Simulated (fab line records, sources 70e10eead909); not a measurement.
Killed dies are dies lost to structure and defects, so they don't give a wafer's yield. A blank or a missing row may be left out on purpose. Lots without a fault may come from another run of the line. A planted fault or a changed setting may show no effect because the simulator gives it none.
Which tool did it? | flow nand_harc | 12 lots, 35 wafers sampled, at 6 steps of a route of 1302

WHAT THE GAUGES READ, wafer by wafer
NHARC_A_BLC_INSPECT_28. Usual: raw_defect_count 492, standard deviation 140.
lot  | measured     | on                | raw_defect_count | flag
L973 | day 23 03:51 | defect_inspect-02 | 593 579 617      |
L974 | day 23 05:40 | defect_inspect-01 | 300 246 364      |
L975 | day 23 12:42 | defect_inspect-01 | 443 416 450      |
L977 | day 24 12:13 | defect_inspect-02 | 397 421 542      |
L979 | day 25 01:37 | defect_inspect-01 | 502 570 469      |
L980 | day 25 04:46 | defect_inspect-02 | 481 485 478      |
L982 | day 26 19:41 | defect_inspect-01 | 358 397 305      |
L989 | day 29 00:59 | defect_inspect-02 | 717 516          |
L993 | day 30 19:46 | defect_inspect-01 | 365 451 383      |
L994 | day 31 17:53 | defect_inspect-01 | 361 385 326      |
L995 | day 32 00:48 | defect_inspect-02 | 499 686 570      |
L996 | day 32 10:47 | defect_inspect-01 | 428 466 572      |

NHARC_A_M0_CD_MEAS_09: target cd 80 nm. Usual: cd_nm 79.9 nm, standard deviation 0.69.
lot  | measured     | on        | cd_nm (nm)     | flag
L973 | day 23 04:45 | cd_sem-03 | 80.1 81.0 79.9 |
L974 | day 23 06:34 | cd_sem-03 | 81.4 79.9 80.3 |
L975 | day 23 13:37 | cd_sem-03 | 78.7 79.4 79.1 |
L977 | day 24 13:07 | cd_sem-02 | 79.4 79.4 80.6 |
L979 | day 25 02:31 | cd_sem-01 | 79.7 80.0 81.0 |
L980 | day 25 05:40 | cd_sem-03 | 79.7 79.3 80.1 |
L982 | day 26 20:28 | cd_sem-03 | 80.2 79.7 80.5 |
L989 | day 29 01:53 | cd_sem-03 | 77.2 77.8      | OFF
L993 | day 30 20:40 | cd_sem-01 | 80.2 80.1 80.4 |
L994 | day 31 18:48 | cd_sem-02 | 79.6 80.8 79.5 |
L995 | day 32 01:43 | cd_sem-02 | 80.2 79.8 80.2 |
L996 | day 32 11:49 | cd_sem-02 | 79.9 79.7 79.3 |

NHARC_A_M0_OVL_MEAS_10: pitch 160 nm. Usual: overlay_x_nm -0.1 nm, standard deviation 0.93; overlay_y_nm -0.1 nm, standard deviation 1.
lot  | measured     | on         | overlay_x_nm (nm) | overlay_y_nm (nm) | flag
L973 | day 23 04:50 | overlay-01 | -0.1 -0.6 -0.6    | 0.5 0.3 0.9       |
L974 | day 23 06:40 | overlay-01 | -1.6 -0.8 -1.0    | -1.3 -0.6 -0.7    |
L975 | day 23 13:42 | overlay-01 | 0.6 1.5 0.7       | 1.3 1.1 1.5       |
L977 | day 24 13:12 | overlay-02 | 1.3 1.0 1.1       | -1.5 -1.3 -1.5    |
L979 | day 25 02:36 | overlay-01 | -0.2 -0.5 -1.6    | -0.5 -0.6 -0.3    |
L980 | day 25 05:46 | overlay-01 | -1.4 -1.2 -1.9    | -0.1 -0.3 -0.5    |
L982 | day 26 20:33 | overlay-02 | -1.7 -2.4 -2.0    | 1.1 1.3 1.6       |
L989 | day 29 01:58 | overlay-01 | 0.4 0.2           | -0.4 0.1          |
L993 | day 30 20:46 | overlay-02 | -0.3 -0.7 -0.6    | -0.1 0.1 0.4      |
L994 | day 31 18:53 | overlay-02 | -1.2 -0.8 -1.2    | 0.1 0.2 0.2       |
L995 | day 32 01:48 | overlay-01 | -0.2 0.1 0.1      | -0.6 -0.2 -0.4    |
L996 | day 32 11:55 | overlay-02 | -0.3 0.1 0.2      | 0.3 -0.5 -0.8     |

NHARC_A_M0_CD_MEAS_16. Usual: cd_nm 79.8 nm, standard deviation 0.8.
lot  | measured     | on        | cd_nm (nm)     | flag
L973 | day 23 05:14 | cd_sem-01 | 79.0 80.0 79.8 |
L974 | day 23 07:04 | cd_sem-03 | 81.3 79.7 79.6 |
L975 | day 23 14:06 | cd_sem-03 | 78.6 78.9 78.8 |
L977 | day 24 13:36 | cd_sem-01 | 78.9 79.4 80.6 |
L979 | day 25 03:01 | cd_sem-02 | 79.3 80.4 80.9 |
L980 | day 25 06:09 | cd_sem-03 | 79.4 78.6 80.0 |
L982 | day 26 20:57 | cd_sem-02 | 80.0 79.5 80.3 |
L989 | day 29 02:23 | cd_sem-01 | 76.7 77.5      | OFF
L993 | day 30 21:09 | cd_sem-03 | 80.5 79.7 79.4 |
L994 | day 31 19:17 | cd_sem-03 | 80.2 79.9 79.4 |
L995 | day 32 02:11 | cd_sem-03 | 80.4 79.7 80.5 |
L996 | day 32 12:19 | cd_sem-02 | 80.0 79.8 79.5 |

WHICH TOOL RAN EACH LOT (tool, then ch and the chambers of the sampled wafers, then the start)
lot  | NHARC_A_BLC_DESCUM_15              | NHARC_A_M0_PEB_07
L973 | rie_diel-06 ch 0,1,3, day 23 00:55 | litho_track-01 ch 0, day 23 04:40
L974 | rie_diel-07 ch 0,1,3, day 23 02:38 | litho_track-01 ch 0, day 23 06:29
L975 | rie_diel-06 ch 0,1,2, day 23 09:46 | litho_track-06 ch 0, day 23 13:32
L977 | rie_diel-06 ch 1,2, day 24 08:51   | litho_track-06 ch 0, day 24 13:02
L979 | rie_diel-06 ch 1,2, day 24 22:41   | litho_track-06 ch 0, day 25 02:26
L980 | rie_diel-07 ch 1,2, day 25 01:50   | litho_track-01 ch 0, day 25 05:35
L982 | rie_diel-06 ch 0,3, day 26 16:43   | litho_track-04 ch 0, day 26 20:23
L989 | rie_diel-07 ch 3, day 28 21:54     | litho_track-06 ch 0, day 29 01:48
L993 | rie_diel-03 ch 0,1,2, day 30 16:43 | litho_track-01 ch 0, day 30 20:35
L994 | rie_diel-07 ch 0,3, day 31 14:57   | litho_track-04 ch 0, day 31 18:43
L995 | rie_diel-07 ch 0,2,3, day 31 21:51 | litho_track-06 ch 0, day 32 01:38
L996 | rie_diel-03 ch 0,2, day 32 07:50   | litho_track-04 ch 0, day 32 11:44
- NHARC_A_BLC_DESCUM_15: chemistry O2, time 3 s.
- NHARC_A_M0_PEB_07: peb time 65 s.

WHAT THE TOOLS THEMSELVES READ (means of the sampled wafers that have a number; where no wafer has one, the mark that the record gives instead)
NHARC_A_BLC_DESCUM_15. Usual: drypump_motor_current_A 5.7 A, standard deviation 0.48; oes_product_au 0.996 a.u., standard deviation 0.011; rf_vpp_V 57.9 V, standard deviation 0.93; showerhead_plenum_p_Torr 1.92 Torr, standard deviation 0.096; throttle_valve_pct 11.311 %, standard deviation 0.0088.
lot  | tool        | drypump_motor_current_A (A) | oes_product_au (a.u.) | rf_vpp_V (V) | showerhead_plenum_p_Torr (Torr) | throttle_valve_pct (%) | flag
L973 | rie_diel-06 | 5.6                         | 1.004                 | 58.4         | 1.98                            | 11.312                 |
L974 | rie_diel-07 | 5.7                         | 0.999                 | 58.0         | 1.87                            | 11.306                 |
L975 | rie_diel-06 | 5.5                         | 0.997                 | 57.9         | 1.94                            | 11.316                 |
L977 | rie_diel-06 | 5.2                         | 0.998                 | 57.5         | 1.86                            | 11.313                 |
L979 | rie_diel-06 | 5.4                         | 0.993                 | 57.5         | 1.90                            | 11.308                 |
L980 | rie_diel-07 | 6.3                         | 0.990                 | 58.4         | 1.91                            | 11.313                 |
L982 | rie_diel-06 | 6.0                         | 0.996                 | 57.3         | 2.05                            | 11.315                 |
L989 | rie_diel-07 | 5.2                         | 1.008                 | 57.3         | 1.86                            | 11.310                 |
L993 | rie_diel-03 | 5.3                         | 0.998                 | 58.1         | 1.93                            | 11.309                 |
L994 | rie_diel-07 | 5.3                         | 1.010                 | 58.1         | 1.84                            | 11.323                 |
L995 | rie_diel-07 | 5.7                         | 1.001                 | 57.7         | 1.84                            | 11.309                 |
L996 | rie_diel-03 | 5.5                         | 1.005                 | 59.0         | 1.84                            | 11.320                 |

NHARC_A_M0_PEB_07. Usual: heater_power_total_W 156.6 W, standard deviation 0.43; plate_temp_C 100.00 C, standard deviation 0.12.
lot  | tool           | heater_power_total_W (W) | plate_temp_C (C) | flag
L973 | litho_track-01 | 156.9                    | 99.91            |
L974 | litho_track-01 | 156.7                    | 99.95            |
L975 | litho_track-06 | 156.1                    | 100.20           |
L977 | litho_track-06 | 156.7                    | 100.03           |
L979 | litho_track-06 | 156.6                    | 100.17           |
L980 | litho_track-01 | 156.6                    | 99.94            |
L982 | litho_track-04 | 156.4                    | 100.01           |
L989 | litho_track-06 | 155.0                    | 99.42            | OFF
L993 | litho_track-01 | 156.5                    | 99.98            |
L994 | litho_track-04 | 156.9                    | 100.26           |
L995 | litho_track-06 | 156.4                    | 99.88            |
L996 | litho_track-04 | 156.3                    | 100.08           |

THE ANSWER, worked out from the rows above alone
Rule: a lot is off if the mean of its wafers that have a number lies more than 3 standard deviations from the usual mean. A lot without any number at a reading at which 4 lots or more have one is off too. The other lots that the step has rows for count as sound. The gauges are gone through in route order, then the tools' own readings, and for those a lot's mean is taken as printed above. The first step at which some lot is off is used, and at that step the reading that is off furthest; a lot without a number counts as furthest.
Off: L989, at NHARC_A_M0_CD_MEAS_09 (cd_nm).
A tool fits if, at a process step before that reading, it ran every lot that is off, and no sound lot after the first of them. The gauges at NHARC_A_M0_CD_MEAS_09 aren't tried: what is off there is off at NHARC_A_M0_CD_MEAS_16 too, on other tools, and a gauge's error can't cause that. None of those tried fits.

WHAT THE SIMULATOR HAD PUT IN
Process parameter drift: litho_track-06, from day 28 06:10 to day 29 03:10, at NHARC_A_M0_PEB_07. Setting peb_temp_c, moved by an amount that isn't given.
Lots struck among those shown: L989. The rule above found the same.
